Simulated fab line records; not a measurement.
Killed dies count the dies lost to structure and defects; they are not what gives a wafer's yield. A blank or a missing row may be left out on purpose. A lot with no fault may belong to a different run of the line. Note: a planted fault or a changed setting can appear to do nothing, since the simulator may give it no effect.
Chamber matching / flow nand-harc / NHARC_A_ZERO_WELL_ETCH_19 on rie-diel-12 has 4 sister chambers
The step etches the open film in N2/H2, target depth 80 nm, overetch 24 nm, time 87.88 s. 7 wafers are shown with their chamber, then 7 later ones without.

EACH WAFER AND ITS CHAMBER
wafer=L078.2; chamber=0; rf-vpp-V (V)=427.3; oes-product-au (a.u.)=0.999
wafer=L083.5; chamber=2; rf-vpp-V (V)=432.2; oes-product-au (a.u.)=1.003
wafer=L087.2; chamber=3; rf-vpp-V (V)=427.6; oes-product-au (a.u.)=1.003
wafer=L087.5; chamber=1; rf-vpp-V (V)=429.9; oes-product-au (a.u.)=1.020
wafer=L087.6; chamber=0; rf-vpp-V (V)=427.3; oes-product-au (a.u.)=1.003
wafer=L091.3; chamber=3; rf-vpp-V (V)=425.5; oes-product-au (a.u.)=1.013
wafer=L091.4; chamber=1; rf-vpp-V (V)=430.1; oes-product-au (a.u.)=1.016

WAFERS MISSING THEIR CHAMBER
wafer=L091.5; rf-vpp-V (V)=426.1; oes-product-au (a.u.)=1.009
wafer=L093.3; rf-vpp-V (V)=427.1; oes-product-au (a.u.)=1.004
wafer=L093.5; rf-vpp-V (V)=433.2; oes-product-au (a.u.)=1.005
wafer=L093.6; rf-vpp-V (V)=429.0; oes-product-au (a.u.)=1.018
wafer=L095.3; rf-vpp-V (V)=426.4; oes-product-au (a.u.)=1.008
wafer=L095.4; rf-vpp-V (V)=427.8; oes-product-au (a.u.)=1.008
wafer=L095.6; rf-vpp-V (V)=427.1; oes-product-au (a.u.)=1.013

WHICH CHAMBER EACH WENT THROUGH
wafer=L091.5; from the rows above=can't be placed: 3 or 0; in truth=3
wafer=L093.3; from the rows above=can't be placed: 0 or 3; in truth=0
wafer=L093.5; from the rows above=2; in truth=2
wafer=L093.6; from the rows above=1; in truth=1
wafer=L095.3; from the rows above=can't be placed: 3 or 0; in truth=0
wafer=L095.4; from the rows above=can't be placed: 3 or 0 or 1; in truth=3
wafer=L095.6; from the rows above=can't be placed: 3 or 0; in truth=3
Correctly placed: 2 of 7. Cannot be placed on the basis of these rows: 5; the candidates contain the true chamber in 5. Wrongly placed: 0.
How it was worked out, from the rows above alone: a wafer's distance from a chamber is the root of the sum, over the readings, of the square of ((its reading less the chamber's mean) divided by the reading's scatter). If the next closest chamber is less than 2 further off than the closest, the wafer can't be placed; otherwise it belongs to the closest. For every chamber, the mean is computed from those of its wafers that are shown. The scatter: take each reading less its chamber's mean, square it, sum over the shown wafers, divide by the number of wafers less the number of chambers, and take the root.
